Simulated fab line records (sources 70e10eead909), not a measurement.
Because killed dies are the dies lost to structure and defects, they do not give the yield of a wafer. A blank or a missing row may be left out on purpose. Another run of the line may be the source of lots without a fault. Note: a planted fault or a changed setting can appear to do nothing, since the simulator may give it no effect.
The tool behind it: which one?	flow nandHarc	12 lots, 36 wafers sampled, at 1 step of a route of 1302

== WHAT THE GAUGES SHOWED, per wafer ==
NHARC_A_M0_THK_MEAS_24: measures by xrf.
lot	measured	on	thkNm (nm)
L074	day 23 05:56	filmMetro-01	115.1 114.8 113.1
L078	day 23 21:56	filmMetro-01	113.9 111.8 112.2
L079	day 25 08:22	filmMetro-01	113.2 116.5 115.1
L080	day 26 10:06	filmMetro-01	115.5 117.1 113.2
L082	day 26 18:04	filmMetro-02	115.0 112.6 113.1
L085	day 27 14:48	filmMetro-01	115.3 116.2 114.8
L087	day 28 06:26	filmMetro-01	114.0 113.6 113.3
L091	day 28 21:02	filmMetro-02	112.4 113.0 110.5
L088	day 29 06:14	filmMetro-01	116.4 112.4 112.6
L093	day 30 07:35	filmMetro-02	113.9 113.4 113.9
L094	day 31 00:38	filmMetro-02	111.0 112.7 113.7
L097	day 32 05:43	filmMetro-02	114.4 115.6 112.6

== WHICH TOOL RAN EACH LOT (tool, then ch and the chambers of the sampled wafers, then the start) ==
No process step before these readings appears in the record.

== THE ANSWER, worked out from the rows above alone ==
Rule: what is usual is taken from the lots themselves. The widest of any qualifying gaps counts: lots, ordered by their means at a reading, are off when they make up no more than a third of the lots, leave a main group of 4 or more, and stand apart from it by 3 or more times the standard deviation of that group's means. If all means in a main group match to the digits the tables above print for the reading, that group is not used. A lot without any number at a reading at which 4 lots or more have one is off too. All remaining lots with rows at the step are treated as sound.
None of the lots is off at any reading shown; this tells nothing.

== WHAT THE SIMULATOR PUT IN ==
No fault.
